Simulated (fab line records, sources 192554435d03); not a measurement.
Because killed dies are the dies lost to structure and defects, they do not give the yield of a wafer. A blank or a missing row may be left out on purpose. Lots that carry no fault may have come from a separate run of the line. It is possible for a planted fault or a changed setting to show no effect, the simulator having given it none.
Split-lot study | flow n5_finfet | route with 1938 steps; 7 lots, 39 wafers read

ABOUT THE SPLIT
At N5_WELL_APT_EXPOSE_22 (exposes mask PWELL, defocus 0 nm, target cd 200 nm), the setting dose_mj was moved away from the recipe's 23.2 on 18 of the 39 wafers read, by -6.9% to +6.2%. For the rest of the wafers, this setting stayed at what the recipe calls for.

FROM THE SPLIT TO THE READING: what the file shows between them, 3 steps
- N5_WELL_APT_PEB_23: peb time 90 s
- N5_WELL_APT_DEVELOP_24: develop time 45 s
- N5_WELL_APT_HARDBAKE_29: time 120 s

THE READING
cd_nm, in nm, at N5_WELL_APT_CD_MEAS_25 (target cd 200 nm). Typical for fault-free wafers on this fab line: 199.4 nm, with standard deviation 2.1 nm.

wafer  | tool, chamber at the split | dose_mj as run | against the recipe | cd_nm, nm | against lot-mates on the recipe
L074.1 | krf_scanner-01, 0          | 23.2           | recipe             | 200.5     | -
L074.2 | krf_scanner-01, 0          | 23.2           | recipe             | 198.5     | -
L074.3 | krf_scanner-01, 0          | 21.84          | -5.9%              | 189.5     | -9.0
L074.4 | krf_scanner-01, 0          | 21.84          | -5.9%              | 187.3     | -11.2
L074.5 | krf_scanner-01, 0          | 23.2           | recipe             | 196.4     | -
L074.6 | krf_scanner-01, 0          | 21.84          | -5.9%              | 188.8     | -9.7
L075.1 | krf_scanner-02, 0          | 23.2           | recipe             | 199.7     | -
L075.2 | krf_scanner-02, 0          | 24.64          | +6.2%              | 208.5     | +9.0
L075.3 | krf_scanner-02, 0          | 23.2           | recipe             | 197.8     | -
L075.4 | krf_scanner-02, 0          | 23.2           | recipe             | 201.1     | -
L075.5 | krf_scanner-02, 0          | 24.64          | +6.2%              | 208.8     | +9.3
L075.6 | krf_scanner-02, 0          | 24.64          | +6.2%              | 207.7     | +8.2
L078.2 | krf_scanner-01, 0          | 23.2           | recipe             | 200.3     | -
L078.5 | krf_scanner-01, 0          | 23.2           | recipe             | 199.2     | -
L078.6 | krf_scanner-01, 0          | 23.2           | recipe             | 198.7     | -
L082.1 | krf_scanner-02, 0          | 23.2           | recipe             | 201.3     | -
L082.2 | krf_scanner-02, 0          | 24.12          | +4.0%              | 210.8     | +10.4
L082.3 | krf_scanner-02, 0          | 23.2           | recipe             | 200.2     | -
L082.4 | krf_scanner-02, 0          | 23.2           | recipe             | 199.8     | -
L082.5 | krf_scanner-02, 0          | 24.12          | +4.0%              | 210.5     | +10.1
L082.6 | krf_scanner-02, 0          | 24.12          | +4.0%              | 207.0     | +6.6
L086.1 | krf_scanner-02, 0          | 21.94          | -5.4%              | 186.5     | -10.7
L086.2 | krf_scanner-02, 0          | 21.94          | -5.4%              | 184.4     | -12.8
L086.3 | krf_scanner-02, 0          | 23.2           | recipe             | 197.4     | -
L086.4 | krf_scanner-02, 0          | 23.2           | recipe             | 198.9     | -
L086.5 | krf_scanner-02, 0          | 21.94          | -5.4%              | 187.9     | -9.3
L086.6 | krf_scanner-02, 0          | 23.2           | recipe             | 195.2     | -
L087.1 | krf_scanner-01, 0          | 23.73          | +2.3%              | 203.2     | +5.0
L087.2 | krf_scanner-01, 0          | 23.73          | +2.3%              | 205.7     | +7.5
L087.3 | krf_scanner-01, 0          | 23.73          | +2.3%              | 201.3     | +3.1
L087.4 | krf_scanner-01, 0          | 23.2           | recipe             | 197.0     | -
L087.5 | krf_scanner-01, 0          | 23.2           | recipe             | 197.9     | -
L087.6 | krf_scanner-01, 0          | 23.2           | recipe             | 199.7     | -
L096.1 | krf_scanner-02, 0          | 23.2           | recipe             | 193.5     | -
L096.2 | krf_scanner-02, 0          | 21.59          | -6.9%              | 186.2     | -9.4
L096.3 | krf_scanner-02, 0          | 21.59          | -6.9%              | 187.0     | -8.6
L096.4 | krf_scanner-02, 0          | 23.2           | recipe             | 198.0     | -
L096.5 | krf_scanner-02, 0          | 23.2           | recipe             | 195.3     | -
L096.6 | krf_scanner-02, 0          | 21.59          | -6.9%              | 184.3     | -11.3

FIT RESULTS
A straight line over all 39 wafers: cd_nm changes by +1.92 nm for each +1% of dose_mj; r = +0.96; the points scatter about the line by 2.2 nm.
The same after taking each lot's own level away (the mean of its wafers on the recipe; 39 wafers): +1.68 nm for each +1%; r = +0.96; scatter 1.8 nm.
That fit puts the effect of the largest move of dose_mj on the reading at 12 nm.
Across the lots, their own levels run from 195.60 to 200.43 nm, a range of 2.3 times the standard deviation given above.
Hence the slope depends on the lot-to-lot level, as the two fits are not the same.
Check: -11.8 nm against its lot-mates is what the line predicts for one of the wafers moved furthest among these (-6.9%) when that wafer is left out of the fit. Against them it came out at -9.4 nm.

THE WHOLE CHAIN: every reading that the file lists as answering this split, in the file's order
step                   | what it does             | reading                                                         | change (the file's fit)              | r (the file's)
N5_WELL_APT_CD_MEAS_25 | target cd 200 nm         | cd_nm                                                           | +1.68 nm for each +1% of the setting | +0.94
N5_WELL_APT_DESCUM_30  | chemistry O2, time 7.9 s | WELL_APT.cd_nm (the simulator's own value, which no gauge read) | +1.68 nm for each +1% of the setting | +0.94

THE FILE'S OWN FIT
cd_nm changes by +1.68 nm for each +1% of dose_mj, r = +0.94.
